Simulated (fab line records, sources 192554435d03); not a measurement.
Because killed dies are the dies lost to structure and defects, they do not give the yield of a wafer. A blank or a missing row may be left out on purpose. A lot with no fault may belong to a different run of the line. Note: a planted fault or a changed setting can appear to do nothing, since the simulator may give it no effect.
Chamber matching	flow n5 finfet	rie diel-06 running N5_BEOL_M8_DESCUM_33: 4 sister chambers
The step chemistry O2, time 7 s. 18 wafers are shown with their chamber, then 9 later ones without.

== WAFERS, EACH WITH ITS CHAMBER ==
wafer	chamber	drypump motor current A (A)	throttle valve pct (%)	showerhead plenum p Torr (Torr)
L074.2	2	5.6	20.44	2.00
L074.3	1	6.4	20.37	2.21
L074.4	0	5.9	20.32	2.10
L075.1	3	6.6	20.13	1.97
L075.4	0	5.9	20.34	2.09
L075.5	0	5.9	20.34	2.09
L077.2	1	6.4	20.37	2.21
L077.3	2	5.6	20.46	2.00
L077.4	0	5.9	20.34	2.09
L078.1	3	6.6	20.11	1.97
L078.4	0	5.9	20.33	2.09
L078.5	0	5.9	20.34	2.09
L081.3	1	6.5	20.38	2.21
L081.5	2	5.6	20.47	1.99
L081.6	0	5.9	20.34	2.09
L086.1	1	6.4	20.39	2.21
L086.5	0	5.9	20.36	2.09
L086.6	3	6.6	19.72	2.22

SIGNATURES (means of the wafers above)
reading	chamber 0	chamber 1	chamber 2	chamber 3	scatter within a chamber
drypump motor current A	5.900	6.425	5.600	6.600	0.0231
throttle valve pct	20.3388	20.3775	20.4567	19.9867	0.088
showerhead plenum p Torr	2.0913	2.2100	1.9967	2.0533	0.0547
Rule: for a wafer and a chamber, the distance is found by dividing, reading by reading, the gap between the wafer's reading and the chamber's mean by the reading's scatter, squaring, summing and taking the root. If the next closest chamber is less than 2 further off than the closest, the wafer can't be placed; otherwise it belongs to the closest. The scatter: take each reading less its chamber's mean, square it, sum over the shown wafers, divide by the number of wafers less the number of chambers, and take the root.

== WAFERS WITH NO CHAMBER GIVEN ==
wafer	drypump motor current A (A)	throttle valve pct (%)	showerhead plenum p Torr (Torr)
L084.1	6.4	20.40	2.20
L084.2	5.9	20.37	2.09
L084.6	6.6	19.75	2.22
L087.1	6.6	19.73	2.22
L087.2	6.5	20.39	2.20
L087.3	5.9	20.39	2.09
L090.2	6.6	19.73	2.22
L090.3	6.4	20.40	2.20
L090.6	5.9	20.37	2.08

== WHICH CHAMBER EACH ONE RAN IN ==
wafer	from the rows above	in truth
L084.1	1	1
L084.2	0	0
L084.6	3	3
L087.1	3	3
L087.2	1	1
L087.3	0	0
L090.2	3	3
L090.3	1	1
L090.6	0	0
Placed correctly: 9 of 9. From these rows, 0 cannot be placed. Wrongly placed: 0.
